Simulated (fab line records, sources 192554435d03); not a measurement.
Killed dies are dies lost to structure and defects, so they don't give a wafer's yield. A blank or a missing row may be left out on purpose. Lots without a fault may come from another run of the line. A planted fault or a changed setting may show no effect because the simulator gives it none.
fab line records | flow n5_finfet | part 1 of 2: steps 1 to 25 of 35
record lots=5 wafers=15 last_day=17
route steps=1938 shown BEOL_M3@936
lots that met no fault: from a run of the same line without faults
start_h: hours from the record's first day to the start of the lot's first wafer shown | wait_h: hours since the lot's step before | " the same as in the row above | L1.1+2: a row that stands for several wafers | - no value, or no start given | * or withheld: withheld | < > ~ a bound
route shown NAME@n: a module of which the file shows steps, and the number in the route of the first | usual: mean/standard deviation of fault-free wafers | same: alike in all rows | chamber/n: place in a boat | sites: the reading at each site | _std_site: their standard deviation | _edge_site: outer sites' mean less inner sites' | radius_mm: how far each site lies from the wafer's centre | mask NAME#n: copy n | behind: the tool/chamber that last shaped the wafer | hold: why the lot was held/for how many hours/how that ended | device: the transistor (n, p or np) that didn't switch | end of line: the same wafers' tests at the end of the route | a step without rows: its recipe alone | killed: dies lost to structure and defects at the first sort, not the wafer's yield | map: a wafer's dies, x killed, . not, _ none there
set.NAME: the setting as run; set.NAME@STEP: as run at that earlier step | model.NAME: the simulator's own value behind a step, which no gauge read
lots at some steps of the route; a table a step, a row a wafer
services: from which hour (start_h, from the record's first day; less than 0 if before it) a tool's chamber was out of use, for how many hours, and why
## steps
# step N5_BEOL_M3_COAT_62
# recipe resist=SiARC temp_c=220 time_s=60 spin_rpm=1500 resist_thk_nm=12
# columns lot.wafer tool chamber start_h wait_h
L079.1+3+5 litho_track-05 0 - -
L081.1+2+4 litho_track-03 0 - -
L084.2+4+5 litho_track-05 0 - -
L086.1+2+6 litho_track-01 0 - -
L094.2+3+4 litho_track-03 0 - -
# step N5_BEOL_M3_COAT_73
# recipe resist=underlayer temp_c=205 time_s=60 spin_rpm=1500 resist_thk_nm=5
# columns lot.wafer tool chamber start_h wait_h
L079.1+3+5 litho_track-05 0 - -
L081.1+2+4 litho_track-03 0 - -
L084.2+4+5 litho_track-05 0 - -
L086.1+2+6 litho_track-01 0 - -
L094.2+3+4 litho_track-03 0 - -
# step N5_BEOL_M3_COAT_05
# recipe resist=CAR-EUV spin_rpm=1500 resist_thk_nm=30
# columns lot.wafer tool chamber start_h wait_h
L079.1+3+5 litho_track-05 0 - -
L081.1+2+4 litho_track-03 0 - -
L084.2+4+5 litho_track-05 0 - -
L086.1+2+6 litho_track-01 0 - -
L094.2+3+4 litho_track-03 0 - -
# step N5_BEOL_M3_EBR_07
# recipe solvent=PGMEA ebr_width_mm=1.5
# columns lot.wafer tool chamber start_h wait_h
L079.1+3+5 litho_track-05 0 - -
L081.1+2+4 litho_track-03 0 - -
L084.2+4+5 litho_track-05 0 - -
L086.1+2+6 litho_track-01 0 - -
L094.2+3+4 litho_track-03 0 - -
# step N5_BEOL_M3_SOFTBAKE_06
# recipe temp_c=110 time_s=60 resist=CAR-EUV
# columns lot.wafer tool chamber start_h wait_h
L079.1+3+5 litho_track-05 0 - -
L081.1+2+4 litho_track-03 0 - -
L084.2+4+5 litho_track-05 0 - -
L086.1+2+6 litho_track-01 0 - -
L094.2+3+4 litho_track-03 0 - -
# step N5_BEOL_M3_EXPOSE_08
# recipe mask_id=M3 na=0.33 source_shape=dipole sigma_inner=0.369 sigma_outer=0.767 polarization=unpolarized dose_mj=33
# columns lot.wafer tool chamber start_h wait_h mask
L079.1+3+5 euv_scanner-01 0 176.45 - M3#0
L081.1+2+4 euv_scanner-01 0 191.48 - M3#0
L084.2+4+5 euv_scanner-01 0 205.24 - M3#0
L086.1+2+6 euv_scanner-02 0 221.23 - M3#0
L094.2+3+4 euv_scanner-01 0 267.77 - M3#0
# step N5_BEOL_M3_PEB_09
# recipe peb_temp_c=100 peb_time_s=60 resist=CAR-EUV
# columns lot.wafer tool chamber start_h wait_h
L079.1+3+5 litho_track-05 0 176.51 0.1
L081.1+2+4 litho_track-03 0 191.54 0.1
L084.2+4+5 litho_track-05 0 205.29 0.0
L086.1+2+6 litho_track-05 0 221.30 0.1
L094.2+3+4 litho_track-05 0 267.83 0.0
# step N5_BEOL_M3_DEVELOP_10
# recipe develop_time_s=30 developer=TMAH resist=CAR-EUV rinse_liquid=surfactant_rinse dry=air_spin dev_temp_c=23
# columns lot.wafer tool chamber start_h wait_h
L079.1+3+5 litho_track-05 0 - -
L081.1+2+4 litho_track-03 0 - -
L084.2+4+5 litho_track-05 0 - -
L086.1+2+6 litho_track-05 0 - -
L094.2+3+4 litho_track-05 0 - -
# step N5_BEOL_M3_CD_MEAS_11
# recipe target_cd_nm=17.05 landing_energy_ev=500 detector=se_inlens polarity=opening
# usual cd_nm=17.04/0.22
# columns lot.wafer tool chamber start_h wait_h cd_nm
L079.1 cd_sem-03 0 176.58 - 17.15
L079.3 " 0 " " 17.25
L079.5 " 0 " " 17.15
L081.1 cd_sem-02 0 191.61 - 16.97
L081.2 " 0 " " 17.11
L081.4 " 0 " " 17.42
L084.2 cd_sem-01 0 205.36 - 16.64
L084.4 " 0 " " 16.65
L084.5 " 0 " " 16.68
L086.1 cd_sem-03 0 221.36 - 16.60
L086.2 " 0 " " 16.82
L086.6 " 0 " " 17.17
L094.2 cd_sem-02 0 267.89 - 16.77
L094.3 " 0 " " 17.28
L094.4 " 0 " " 17.22
# step N5_BEOL_M3_OVL_MEAS_12
# recipe points_per_wafer=522
# usual M3_OVL=0.1/0.59
# columns lot.wafer tool chamber start_h wait_h M3_OVL[nm]
L079.1 overlay-01 0 176.61 0.0 -1.3
L079.3 " 0 " " -0.6
L079.5 " 0 " " 0.4
L081.1 overlay-02 0 191.64 0.0 0.1
L081.2 " 0 " " 0.4
L081.4 " 0 " " 0.6
L084.2 overlay-02 0 205.40 0.0 -0.5
L084.4 " 0 " " 0.5
L084.5 " 0 " " 0.5
L086.1 overlay-01 0 221.39 0.0 -0.1
L086.2 " 0 " " 0.5
L086.6 " 0 " " 0.6
L094.2 overlay-01 0 267.93 0.0 0.6
L094.3 " 0 " " 0.8
L094.4 " 0 " " 0.6
# step N5_BEOL_M3_INSPECT_13
# recipe mode=adi inspect_instrument=brightfield
# usual raw_defect_count=429/88
# columns lot.wafer tool chamber start_h wait_h raw_defect_count
L079.1 defect_inspect-02 - 176.67 0.1 378
L079.3 " - " " 353
L079.5 " - " " 463
L081.1 defect_inspect-01 - 191.70 0.1 392
L081.2 " - " " 424
L081.4 " - " " 490
L084.2 defect_inspect-01 - 205.45 0.0 393
L084.4 " - " " 457
L084.5 " - " " 298
L086.1 defect_inspect-01 - 221.45 0.1 411
L086.2 " - " " 281
L086.6 " - " " 441
L094.2 defect_inspect-02 - 267.98 0.0 439
L094.3 " - " " 444
L094.4 " - " " 392
# step N5_BEOL_M3_DESCUM_16
# recipe chemistry=O2 time_s=7 source_power_w=50 bias_power_w=20 pressure_mtorr=20 rf_frequency_hz=2.712e+07 temp_c=40 resist=CAR-EUV o2_flow_sccm=225
# usual drypump_motor_current_A=5.8/0.34 oes_product_au=0.79/0.089 rf_vpp_V=243.2/1.1 showerhead_plenum_p_Torr=2.10/0.054 throttle_valve_pct=20.46/0.26
# columns lot.wafer tool chamber start_h wait_h drypump_motor_current_A oes_product_au rf_hours_counter_h rf_vpp_V showerhead_plenum_p_Torr throttle_valve_pct
L079.1 rie_diel-04 2 176.70 0.0 5.6 0.81 98 240.9 2.02 20.37
L079.3 " 3 " " 5.4 0.79 114 243.9 2.10 20.39
L079.5 " 3 " " 5.4 0.78 - 241.9 2.10 20.37
L081.1 rie_diel-06 2 191.73 0.0 5.2 0.82 83 243.7 2.11 20.64
L081.2 " 0 " " 5.7 0.69 233 244.5 2.16 20.55
L081.4 " 1 " " 5.9 0.69 223 240.8 2.07 20.97
L084.2 rie_diel-04 2 206.61 1.2 5.6 0.80 109 243.6 2.02 20.40
L084.4 " 1 " " 5.6 0.67 - 243.9 2.15 20.49
L084.5 " 2 " " 5.6 0.80 - 244.1 2.02 20.40
L086.1 rie_diel-06 3 221.51 0.1 5.8 0.90 19 243.8 2.13 19.98
L086.2 " 1 " " 5.9 0.70 230 241.3 2.07 20.97
L086.6 " 0 " " 5.8 0.68 - 243.7 2.16 20.54
L094.2 rie_diel-04 3 268.01 0.0 5.4 0.76 139 243.8 2.10 20.43
L094.3 " 0 " " 6.3 0.90 24 242.3 2.05 20.56
L094.4 " 2 " " 5.7 0.78 130 242.5 2.01 20.44
# step N5_BEOL_M3_ETCH_74
# recipe chemistry=N2/H2 target=underlayer target_depth_a=65 mask_material=CAR-EUV time_s=5.2 ion_energy_ev=200 pressure_mtorr=30 source_w=840 bias_w=150 n2_flow_sccm=200 h2_flow_sccm=200 ends=cleared
# usual drypump_motor_current_A=5.8/0.35 etch_rf_on_time_s=5.18/0.06 oes_product_au=0.68/0.074 rf_vpp_V=524.1/2.2 showerhead_plenum_p_Torr=2.55/0.064 throttle_valve_pct=17.91/0.27
# columns lot.wafer tool chamber start_h wait_h drypump_motor_current_A etch_rf_on_time_s oes_product_au rf_hours_counter_h rf_vpp_V showerhead_plenum_p_Torr throttle_valve_pct
L079.1 rie_diel-04 2 176.74 0.0 5.6 5.15 0.71 98 522.4 2.46 17.95
L079.3 " 3 " " 5.4 5.16 0.68 114 525.0 2.55 17.78
L079.5 " 3 " " 5.4 5.19 0.68 - 523.6 2.55 17.80
L081.1 rie_diel-06 2 191.77 0.0 5.2 5.11 0.69 83 523.7 2.57 18.06
L081.2 " 0 " " 5.7 5.27 0.59 233 525.3 2.62 17.93
L081.4 " 1 " " 5.9 5.26 0.59 223 522.4 2.51 18.35
L084.2 rie_diel-04 2 206.64 0.0 5.7 5.16 0.69 109 519.9 2.46 17.97
L084.4 " 1 " " 5.5 5.14 0.58 - 527.3 2.62 18.05
L084.5 " 2 " " 5.6 5.12 0.69 - 520.9 2.46 17.98
L086.1 rie_diel-06 3 221.55 0.0 5.8 5.11 0.77 19 524.0 2.60 17.46
L086.2 " 1 " " 5.9 5.27 0.59 230 523.4 2.50 18.37
L086.6 " 0 " " 5.8 5.21 0.58 - 526.0 2.61 17.92
L094.2 rie_diel-04 3 268.05 0.0 5.5 5.13 0.66 139 523.8 2.54 17.83
L094.3 " 0 " " 6.3 5.16 0.75 24 522.2 2.49 17.99
L094.4 " 2 " " 5.7 5.20 0.67 130 521.4 2.45 18.01
# step N5_BEOL_M3_ETCH_63
# recipe chemistry=CF4 target=SiARC target_depth_a=156 mask_material=CAR-EUV time_s=26 ion_energy_ev=80 pressure_mtorr=40 source_w=545 bias_w=36 Ar_flow_sccm=100 cf4_flow_sccm=100 ends=cleared
# usual drypump_motor_current_A=5.8/0.35 etch_rf_on_time_s=25.9/0.35 oes_product_au=0.68/0.075 rf_vpp_V=184.0/1.1 showerhead_plenum_p_Torr=2.15/0.052 throttle_valve_pct=15.63/0.27
# columns lot.wafer tool chamber start_h wait_h drypump_motor_current_A etch_rf_on_time_s oes_product_au rf_hours_counter_h rf_vpp_V showerhead_plenum_p_Torr throttle_valve_pct
L079.1 rie_diel-04 2 176.75 0.0 5.6 25.6 0.71 98 183.6 2.07 15.55
L079.3 " 3 " " 5.5 25.5 0.68 114 184.3 2.16 15.57
L079.5 " 3 " " 5.4 25.7 0.68 - 184.0 2.16 15.57
L081.1 rie_diel-06 2 191.79 0.0 5.2 26.3 0.69 83 184.4 2.17 15.80
L081.2 " 0 " " 5.7 26.6 0.58 233 184.5 2.19 15.71
L081.4 " 1 " " 5.9 26.9 0.59 223 183.4 2.12 16.12
L084.2 rie_diel-04 2 206.66 0.0 5.6 25.5 0.70 109 184.6 2.07 15.57
L084.4 " 1 " " 5.6 25.9 0.58 - 184.9 2.20 15.73
L084.5 " 2 " " 5.6 25.8 0.69 - 182.9 2.07 15.56
L086.1 rie_diel-06 3 221.56 0.0 5.8 25.4 0.77 19 185.6 2.18 15.17
L086.2 " 1 " " 5.9 26.4 0.59 230 182.7 2.11 16.13
L086.6 " 0 " " 5.7 26.1 0.58 - 183.5 2.19 15.70
L094.2 rie_diel-04 3 268.07 0.0 5.4 25.7 0.66 139 183.0 2.15 15.61
L094.3 " 0 " " 6.3 25.6 0.76 24 184.3 2.10 15.69
L094.4 " 2 " " 5.6 25.9 0.68 130 183.6 2.06 15.61
# step N5_BEOL_M3_ETCH_64
# recipe chemistry=N2/H2 target=SOC target_depth_a=750 overetch_a=150 mask_material=SiARC temp_c=40 time_s=112.5 ion_energy_ev=200 pressure_mtorr=30 source_w=840 bias_w=150 n2_flow_sccm=200 h2_flow_sccm=200
# usual drypump_motor_current_A=5.8/0.35 oes_product_au=0.63/0.065 rf_vpp_V=524.2/1.8 showerhead_plenum_p_Torr=2.55/0.063 throttle_valve_pct=17.87/0.27
# columns lot.wafer tool chamber start_h wait_h drypump_motor_current_A oes_product_au rf_hours_counter_h rf_vpp_V showerhead_plenum_p_Torr throttle_valve_pct
L079.1 rie_diel-04 2 176.78 0.0 5.6 0.64 98 522.5 2.46 17.91
L079.3 " 3 " " 5.4 0.62 114 524.3 2.55 17.74
L079.5 " 3 " " 5.5 0.62 - 522.7 2.55 17.76
L081.1 rie_diel-06 2 191.81 0.0 5.2 0.64 83 525.6 2.57 18.02
L081.2 " 0 " " 5.8 0.55 233 525.6 2.62 17.87
L081.4 " 1 " " 5.9 0.56 223 522.5 2.51 18.34
L084.2 rie_diel-04 2 206.69 0.0 5.7 0.64 109 521.9 2.46 17.93
L084.4 " 1 " " 5.6 0.54 - 526.4 2.62 18.00
L084.5 " 2 " " 5.7 0.65 - 521.8 2.46 17.92
L086.1 rie_diel-06 3 221.59 0.0 5.8 0.71 19 524.2 2.60 17.41
L086.2 " 1 " " 5.9 0.55 230 523.0 2.50 18.36
L086.6 " 0 " " 5.7 0.54 - 525.3 2.61 17.90
L094.2 rie_diel-04 3 268.09 0.0 5.4 0.61 139 524.5 2.54 17.81
L094.3 " 0 " " 6.3 0.70 24 523.0 2.49 17.95
L094.4 " 2 " " 5.6 0.63 130 520.9 2.45 17.97
# step N5_BEOL_M3_STRIP_65
# recipe chemistry=N2/H2 temp_c=40 n2_flow_sccm=200 h2_flow_sccm=200 rf_frequency_hz=6e+07
# columns lot.wafer tool chamber start_h wait_h
L079.1+3+5 rie_diel-04 2,3,3 176.89 0.1
L081.1+2+4 rie_diel-06 2,0,1 191.92 0.1
L084.2+4+5 rie_diel-04 2,1,2 206.79 0.1
L086.1+2+6 rie_diel-06 3,1,0 221.70 0.1
L094.2+3+4 rie_diel-04 3,0,2 268.20 0.1
# step N5_BEOL_M3_STRIP_75
# recipe chemistry=N2/H2 temp_c=40 n2_flow_sccm=200 h2_flow_sccm=200 rf_frequency_hz=6e+07
# columns lot.wafer tool chamber start_h wait_h
L079.1+3+5 rie_diel-04 2,3,3 176.90 0.0
L081.1+2+4 rie_diel-06 2,0,1 191.93 0.0
L084.2+4+5 rie_diel-04 2,1,2 206.80 0.0
L086.1+2+6 rie_diel-06 3,1,0 221.71 0.0
L094.2+3+4 rie_diel-04 3,0,2 268.21 0.0
# step N5_BEOL_M3_STRIP_66
# recipe chemistry=CF4 resist=SiARC power_w=300 bias_power_w=75 pressure_mtorr=50 cf4_flow_sccm=150 rf_frequency_hz=6e+07
# usual drypump_motor_current_A=5.8/0.35 oes_product_au=0.78/0.082 rf_vpp_V=271.1/1.2 showerhead_plenum_p_Torr=1.80/0.043 throttle_valve_pct=13.60/0.28
# columns lot.wafer tool chamber start_h wait_h drypump_motor_current_A oes_product_au rf_hours_counter_h rf_vpp_V showerhead_plenum_p_Torr throttle_valve_pct
L079.1 rie_diel-04 2 176.91 0.0 5.6 0.81 98 270.8 1.74 13.51
L079.3 " 3 " " 5.4 0.78 114 271.5 1.81 13.55
L079.5 " 3 " " 5.4 0.78 - 270.5 1.81 13.53
L081.1 rie_diel-06 2 191.94 0.0 5.2 0.80 83 271.0 1.82 13.80
L081.2 " 0 " " 5.7 0.69 233 272.8 1.84 13.71
L081.4 " 1 " " 5.9 0.70 223 270.9 1.77 14.08
L084.2 rie_diel-04 2 206.81 0.0 5.6 0.80 109 271.1 1.74 13.53
L084.4 " 1 " " 5.5 0.67 - 272.9 1.84 13.75
L084.5 " 2 " " 5.6 0.80 - 269.7 1.74 13.53
L086.1 rie_diel-06 3 221.72 0.0 5.8 0.88 19 272.6 1.83 13.13
L086.2 " 1 " " 5.9 0.69 230 270.4 1.77 14.11
L086.6 " 0 " " 5.7 0.68 - 271.9 1.84 13.74
L094.2 rie_diel-04 3 268.22 0.0 5.5 0.76 139 270.8 1.80 13.59
L094.3 " 0 " " 6.3 0.88 25 271.0 1.76 13.63
L094.4 " 2 " " 5.6 0.78 130 269.6 1.73 13.58
# step N5_BEOL_M3_HM_OPEN_17
# recipe chemistry=Cl2/BCl3 target_depth_a=200 overetch_a=60 target=TiN mask_material=SOC ion_energy_ev=150 pressure_mtorr=10 icp_w=1000 bias_w=126 Cl2_flow_sccm=53.25 bcl3_flow_sccm=21.75 Ar_flow_sccm=25
# usual bcl3_flow_sccm=21.75/0.064 drypump_motor_current_A=5.2/0.38 oes_product_au=0.70/0.063 throttle_valve_pct=22.07/0.15
# columns lot.wafer tool chamber start_h wait_h bcl3_flow_sccm drypump_motor_current_A oes_product_au rf_hours_counter_h throttle_valve_pct
L079.1 rie_metal-03 0 176.95 0.0 21.66 4.9 0.67 41 22.17
L079.3 " 0 " " 21.69 4.9 0.66 - 22.19
L079.5 " 0 " " 21.73 4.8 0.67 - 22.18
L081.1 rie_metal-02 0 191.98 0.0 21.71 5.9 0.69 43 21.94
L081.2 " 1 " " 21.79 5.3 0.59 74 22.32
L081.4 " 0 " " 21.80 5.9 0.68 - 21.96
L084.2 rie_metal-03 0 206.85 0.0 21.79 4.9 0.65 44 22.20
L084.4 " 1 " " 21.77 5.7 0.83 - 22.00
L084.5 " 1 " " 21.64 5.6 0.82 - 22.02
L086.1 rie_metal-01 1 221.76 0.0 21.80 4.9 0.72 21 22.10
L086.2 " 0 " " 21.84 5.4 0.75 10 21.84
L086.6 " 1 " " 21.75 4.9 0.71 - 22.10
L094.2 rie_metal-01 1 268.26 0.0 21.75 4.8 0.70 26 22.10
L094.3 " 1 " " 21.75 4.8 0.71 - 22.12
L094.4 " 0 " " 21.77 5.4 0.73 - 21.87
# step N5_BEOL_M3_STRIP_19
# recipe chemistry=O2 power_w=400 temp_c=40 pressure_mtorr=30 rf_frequency_hz=6e+07 bias_power_w=0 overash_fraction=0.2 o2_flow_sccm=225
# usual drypump_motor_current_A=5.9/0.35 oes_product_au=0.80/0.087 rf_vpp_V=3.7/0.49 showerhead_plenum_p_Torr=2.10/0.059 throttle_valve_pct=16.65/0.3
# columns lot.wafer tool chamber start_h wait_h drypump_motor_current_A oes_product_au rf_hours_counter_h rf_vpp_V showerhead_plenum_p_Torr throttle_valve_pct
L079.1 rie_diel-04 3 177.15 0.2 5.4 0.80 114 3.7 2.11 16.61
L079.3 " 1 " " 5.5 0.69 216 3.9 2.16 16.76
L079.5 " 3 " " 5.4 0.80 - 4.0 2.11 16.60
L081.1 rie_diel-04 3 192.10 0.1 5.4 0.79 120 4.6 2.11 16.62
L081.2 " 0 " " 6.3 0.99 1 4.3 2.06 16.71
L081.4 " 2 " " 5.7 0.81 104 4.4 2.02 16.61
L084.2 rie_diel-06 0 207.07 0.2 5.7 0.69 236 4.1 2.16 16.82
L084.4 " 1 " " 5.9 0.69 226 3.6 2.07 17.21
L084.5 " 1 " " 5.9 0.70 - 3.7 2.07 17.21
L086.1 rie_diel-04 0 221.87 0.1 6.3 0.93 12 3.5 2.06 16.73
L086.2 " 1 " " 5.5 0.67 233 3.2 2.16 16.80
L086.6 " 3 " " 5.4 0.78 - 3.9 2.10 16.63
L094.2 rie_diel-03 2 268.37 0.1 6.3 0.88 44 4.8 2.05 16.46
L094.3 " 3 " " 6.4 0.74 182 3.7 2.18 16.68
L094.4 " 0 " " 5.7 0.85 74 4.2 2.03 16.12
# step N5_BEOL_M3_CD_MEAS_18
# recipe pitch_nm=36 target_cd_nm=18
# usual cd_nm=18.00/0.27
# columns lot.wafer tool chamber start_h wait_h cd_nm
L079.1 cd_sem-01 - 177.22 0.0 18.26
L079.3 " - " " 18.43
L079.5 " - " " 17.92
L081.1 cd_sem-01 - 192.17 0.0 18.05
L081.2 " - " " 17.90
L081.4 " - " " 18.10
L084.2 cd_sem-03 - 207.14 0.1 18.23
L084.4 " - " " 18.26
L084.5 " - " " 18.11
L086.1 cd_sem-02 - 221.94 0.0 18.34
L086.2 " - " " 18.22
L086.6 " - " " 17.93
L094.2 cd_sem-03 - 268.44 0.1 17.83
L094.3 " - " " 17.77
L094.4 " - " " 18.06
# step N5_BEOL_M3_COAT_67
# recipe resist=SOC temp_c=250 time_s=60 spin_rpm=1500 resist_thk_nm=60
# columns lot.wafer tool chamber start_h wait_h
L079.1+3+5 litho_track-01 0 177.26 0.0
L081.1+2+4 litho_track-01 0 192.21 0.0
L084.2+4+5 litho_track-05 0 207.17 0.0
L086.1+2+6 litho_track-05 0 221.98 0.0
L094.2+3+4 litho_track-01 0 268.48 0.0
# step N5_BEOL_M3_COAT_68
# recipe resist=SiARC temp_c=220 time_s=60 spin_rpm=1500 resist_thk_nm=12
# columns lot.wafer tool chamber start_h wait_h
L079.1+3+5 litho_track-01 0 - -
L081.1+2+4 litho_track-01 0 - -
L084.2+4+5 litho_track-05 0 - -
L086.1+2+6 litho_track-05 0 - -
L094.2+3+4 litho_track-01 0 - -
# step N5_BEOL_M3_COAT_76
# recipe resist=underlayer temp_c=205 time_s=60 spin_rpm=1500 resist_thk_nm=5
# columns lot.wafer tool chamber start_h wait_h
L079.1+3+5 litho_track-01 0 - -
L081.1+2+4 litho_track-01 0 - -
L084.2+4+5 litho_track-05 0 - -
L086.1+2+6 litho_track-05 0 - -
L094.2+3+4 litho_track-01 0 - -
# step N5_BEOL_M3_COAT_22
# recipe resist=CAR-EUV spin_rpm=1500 resist_thk_nm=30
# columns lot.wafer tool chamber start_h wait_h
L079.1+3+5 litho_track-01 0 - -
L081.1+2+4 litho_track-01 0 - -
L084.2+4+5 litho_track-05 0 - -
L086.1+2+6 litho_track-05 0 - -
L094.2+3+4 litho_track-01 0 - -
